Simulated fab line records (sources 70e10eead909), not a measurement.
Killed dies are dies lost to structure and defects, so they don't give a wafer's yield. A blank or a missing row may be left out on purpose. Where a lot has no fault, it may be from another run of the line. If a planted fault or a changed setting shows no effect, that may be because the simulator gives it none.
Problem report, 8D (eight disciplines) form, completed by code | flow nandHarc | the parts of the form that need people (team, actions taken, sign-off) are left out

## 1. WHAT IS WRONG
Wafers with no fault read 60.00 mTorr with a standard deviation of 0.054, whereas chamberPressureMTorr at NHARC_A_BONDPAD_STRIP_15 reads a mean of 53.24 mTorr on 1 wafer of 1 lot. That is -99 or more standard deviations from the usual mean.
The step: strips in O2.
Earliest sighting: wafer L851.3 on rieDiel-11 at day 24 16:26. At this step, 36 wafers from 12 lots have a number in the record. By rule, "out" or "out of limits" means more than 4 standard deviations away from the usual mean. The other wafers with a number count as sound.

## 2. WHAT IT IS, WHAT IT ISN'T
question                    | is                   | is not
which readings at this step | chamberPressureMTorr | drypumpMotorCurrentA, oesProductAu, showerheadPlenumPTorr, throttleValvePct
which lots                  | L851                 | L847, L848, L849, L856, L860, L861, L862, L865, L866, L867, L868
which wafers of those lots  | L851.3               | L851.1, L851.2
read on which tools         | rieDiel-11           | rieDiel-03, rieDiel-10
when                        | from day 24 16:26    | up to then (11 sound wafers); but 24 sound wafers of L856, L860, L861, L862, L865, L866, L867, L868 came after

## 3. THE SUSPECTS, EACH WITH WHAT RULES IT OUT
Counting: any tool at a process step up to the reading remains a suspect provided it ran every lot that is out. Sound lots after the first of them don't rule it out here, since some wafers of a struck lot are sound.
- cmp-01 at NHARC_A_M1_CMP_23 (polishes, t overpolish 20 s, target thk 154.34 nm): kept. L851, the lot that is out, went through it at day 24 13:35; up to then, the latest sound lot through it was L849 at day 24 05:07.
- rieDiel-11 at NHARC_A_BONDPAD_STRIP_15 (strips in O2): kept. L851, the lot that is out, went through it at day 24 16:26; up to then, the latest sound lot through it was L849 at day 24 08:02. Its own chamberPressureMTorr readings are out on those wafers.
- In cmp-01 at NHARC_A_M1_CMP_23, the wafers that are out were processed in chamber 2 and their sound lot-mates in chambers 0, 1.
- In rieDiel-11 at NHARC_A_BONDPAD_STRIP_15, the wafers that are out were processed in chamber 1 and their sound lot-mates in chambers 0, 2.
Left after counting: cmp-01 at NHARC_A_M1_CMP_23, rieDiel-11 at NHARC_A_BONDPAD_STRIP_15.

## 4. THE CAUSE (what the simulator had put in)
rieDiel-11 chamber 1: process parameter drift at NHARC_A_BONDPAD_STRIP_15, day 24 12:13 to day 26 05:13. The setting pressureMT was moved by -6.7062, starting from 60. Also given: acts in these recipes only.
After counting, 2 suspects remain, this tool included.

## 5. SEQUENCE OF EFFECTS, ordered by route
Rows list readings where the struck wafers' mean (over those with a number) sits beyond 3 standard deviations from the usual. Readings are gone through only where the record gives a usual standard deviation; hours: the median, over the lots, of the time from a lot's start at the first step in this table giving one to that lot's start at this step; sigmas: the change measured in usual standard deviations.
hours | step                     | reading              | usual       | on struck wafers | change | sigmas
0     | NHARC_A_BONDPAD_STRIP_15 | chamberPressureMTorr | 60.00 mTorr | 53.24            | -6.76  | -99 or more
Here are the process steps it includes:
- NHARC_A_BONDPAD_STRIP_15: strips in O2.

## 6. WHAT WOULD HAVE CAUGHT IT SOONER
In this record the first reading out of limits was taken at day 24 16:26, 4 hours after the fault began at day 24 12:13.
